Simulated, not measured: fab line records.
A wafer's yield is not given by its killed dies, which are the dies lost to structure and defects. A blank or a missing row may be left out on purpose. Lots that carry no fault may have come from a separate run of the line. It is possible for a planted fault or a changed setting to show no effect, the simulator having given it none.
Chamber matching	flow n5_finfet	N5_BEOL_M1_PECVD_72 on pecvd-03: 3 sister chambers
The step deposits SiO2 from TEOS/O2, target thk 16 nm, time 18 s. 18 wafers are shown with their chamber, then 9 later ones without.

## EACH WAFER AND ITS CHAMBER
wafer	chamber	throttle_valve_pct (%)	showerhead_plenum_p_Torr (Torr)	heater_power_w (W)
L080.1	2	20.7	8.79	757
L080.4	2	20.6	8.79	749
L080.5	1	23.9	8.71	661
L082.1	2	20.5	8.77	701
L082.2	0	23.6	8.83	706
L082.3	0	23.5	8.78	710
L085.3	1	24.0	8.73	611
L085.4	1	23.8	8.73	595
L085.6	2	20.4	8.76	746
L086.1	0	23.7	8.83	720
L086.4	2	20.8	8.79	777
L086.5	0	23.6	8.82	698
L089.3	2	20.7	8.79	800
L089.4	0	24.0	8.79	655
L089.6	2	20.7	8.76	806
L090.2	0	23.8	8.81	682
L090.4	2	20.7	8.82	759
L090.6	0	23.5	8.81	649

SIGNATURES (averages over the wafers above)
reading	chamber 0	chamber 1	chamber 2	scatter within a chamber
throttle_valve_pct	23.671	23.900	20.637	0.149
showerhead_plenum_p_Torr	8.8100	8.7233	8.7837	0.0187
heater_power_w	688.57	622.33	761.88	31.3
Rule: a wafer lies at a distance from a chamber equal to the root of the sum of squares, over the readings, of (its reading less the chamber's mean, divided by the reading's scatter). If the next closest chamber is less than 2 further off than the closest, the wafer can't be placed; otherwise it belongs to the closest. How the scatter is found: for the shown wafers, subtract from each reading the mean of its chamber, square and add these, divide the total by (wafers less chambers), then take the root.

## WAFERS WITH NO CHAMBER GIVEN
wafer	throttle_valve_pct (%)	showerhead_plenum_p_Torr (Torr)	heater_power_w (W)
L093.1	24.0	8.74	568
L093.2	23.9	8.80	703
L093.5	23.6	8.81	699
L092.2	20.7	8.78	662
L092.4	20.7	8.77	667
L092.6	23.8	8.71	635
L094.1	24.0	8.73	667
L094.2	23.8	8.82	765
L094.6	23.8	8.72	663

## WHICH CHAMBER EACH ONE RAN IN
wafer	from the rows above	in truth
L093.1	1	1
L093.2	0	0
L093.5	0	0
L092.2	2	2
L092.4	2	2
L092.6	1	1
L094.1	1	1
L094.2	0	0
L094.6	1	1
Correct placement for 9 of the 9. Left unplaced by these rows: 0. Placed wrongly: 0.
